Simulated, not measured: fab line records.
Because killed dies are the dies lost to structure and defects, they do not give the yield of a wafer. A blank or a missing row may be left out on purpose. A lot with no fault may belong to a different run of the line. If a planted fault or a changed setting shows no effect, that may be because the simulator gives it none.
Chamber matching -- flow n5Finfet -- 4 sister chambers for N5_SD_EPI_N_ETCH_35 on rieDiel-06
The step etches SOC in N2/H2, overetch 108 nm, time 486 s. 7 wafers are shown with their chamber, then 7 later ones without.

== WAFERS WITH THEIR CHAMBER ==
wafer,chamber,throttleValvePct (%),drypumpMotorCurrentA (A)
L077.1,2,23.6,6.1
L082.1,0,23.6,5.7
L082.5,0,23.6,5.7
L085.1,3,24.1,5.8
L085.6,1,23.6,6.2
L094.2,2,23.6,6.1
L094.3,1,23.7,6.1

== WAFERS WITHOUT THEIR CHAMBER ==
wafer,throttleValvePct (%),drypumpMotorCurrentA (A)
L094.5,23.7,5.7
L095.1,23.6,6.1
L095.3,23.7,6.2
L095.6,23.6,6.1
L096.2,24.1,5.8
L096.3,23.6,6.1
L096.6,23.6,6.1

== WHICH CHAMBER EACH WENT THROUGH ==
wafer,from the rows above,in truth
L094.5,0,0
L095.1,can't be placed: 2 or 1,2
L095.3,can't be placed: 1 or 2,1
L095.6,can't be placed: 2 or 1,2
L096.2,3,3
L096.3,can't be placed: 2 or 1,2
L096.6,can't be placed: 2 or 1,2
Placed correctly: 2 of 7. Cannot be placed on the basis of these rows: 5; the candidates contain the true chamber in 5. Wrongly placed: 0.
How it was worked out, from the rows above alone: a wafer's distance from a chamber is the root of the sum, over the readings, of the square of ((its reading less the chamber's mean) divided by the reading's scatter). If the next closest chamber is less than 2 further off than the closest, the wafer can't be placed; otherwise it belongs to the closest. The mean given for a chamber averages the wafers shown for that chamber. The scatter: the root of (the sum of the squares of (reading less its chamber's mean) over the shown wafers, divided by (wafers less chambers)).
